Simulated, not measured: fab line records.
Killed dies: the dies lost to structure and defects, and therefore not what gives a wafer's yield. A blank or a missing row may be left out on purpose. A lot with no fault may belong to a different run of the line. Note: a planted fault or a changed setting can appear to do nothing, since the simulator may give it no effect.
Chamber matching :: flow n5Finfet :: N5_BEOL_M6_CURE_75 on uvCure-01: 3 sister chambers
The step cures SiCOH lowk, time 120 s. 6 wafers are shown with their chamber, then 10 later ones without.

== WAFERS, EACH WITH ITS CHAMBER ==
wafer: L086.3
chamber: 1
wafer_temp_C_max: 372.5
lampPowerPct (%): 52.24

wafer: L086.5
chamber: 1
wafer_temp_C_max: 372.3
lampPowerPct (%): 52.25

wafer: L087.4
chamber: 2
wafer_temp_C_max: 371.0
lampPowerPct (%): 52.28

wafer: L087.5
chamber: 2
wafer_temp_C_max: 370.9
lampPowerPct (%): 52.26

wafer: L090.2
chamber: 0
wafer_temp_C_max: 372.1
lampPowerPct (%): 52.27

wafer: L090.5
chamber: 0
wafer_temp_C_max: 372.1
lampPowerPct (%): 52.31

== WAFERS WHOSE CHAMBER IS MISSING ==
wafer: L090.6
wafer_temp_C_max: 371.7
lampPowerPct (%): 52.34

wafer: L091.1
wafer_temp_C_max: 373.2
lampPowerPct (%): 52.27

wafer: L091.2
wafer_temp_C_max: 373.3
lampPowerPct (%): 52.41

wafer: L091.6
wafer_temp_C_max: 372.7
lampPowerPct (%): 52.31

wafer: L093.2
wafer_temp_C_max: 371.7
lampPowerPct (%): 52.31

wafer: L093.4
wafer_temp_C_max: 372.7
lampPowerPct (%): 52.32

wafer: L093.5
wafer_temp_C_max: 372.2
lampPowerPct (%): 52.33

wafer: L096.2
wafer_temp_C_max: 370.6
lampPowerPct (%): 52.27

wafer: L096.4
wafer_temp_C_max: 371.4
lampPowerPct (%): 52.24

wafer: L096.5
wafer_temp_C_max: 370.7
lampPowerPct (%): 52.38

== CHAMBER TAKEN BY EACH ==
wafer: L090.6
from the rows above: 0
in truth: 0

wafer: L091.1
from the rows above: 1
in truth: 1

wafer: L091.2
from the rows above: can't be placed: 1 or 0
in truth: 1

wafer: L091.6
from the rows above: can't be placed: 1 or 0
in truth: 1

wafer: L093.2
from the rows above: 0
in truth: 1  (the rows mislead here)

wafer: L093.4
from the rows above: can't be placed: 1 or 0
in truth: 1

wafer: L093.5
from the rows above: 0
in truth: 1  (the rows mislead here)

wafer: L096.2
from the rows above: 2
in truth: 2

wafer: L096.4
from the rows above: 2
in truth: 2

wafer: L096.5
from the rows above: 2
in truth: 2
Correctly placed: 5 of 10. Not placeable from these rows: 3 (in 3, the candidates include the true chamber). 2 placed wrongly.
How it was worked out, from the rows above alone: a wafer's distance from a chamber is the root of the sum, over the readings, of the square of ((its reading less the chamber's mean) divided by the reading's scatter). The wafer belongs to the nearest chamber; if the next one is less than 2 further off, it can't be placed. Each chamber's mean is taken over the wafers shown for it. The scatter: take each reading less its chamber's mean, square it, sum over the shown wafers, divide by the number of wafers less the number of chambers, and take the root.
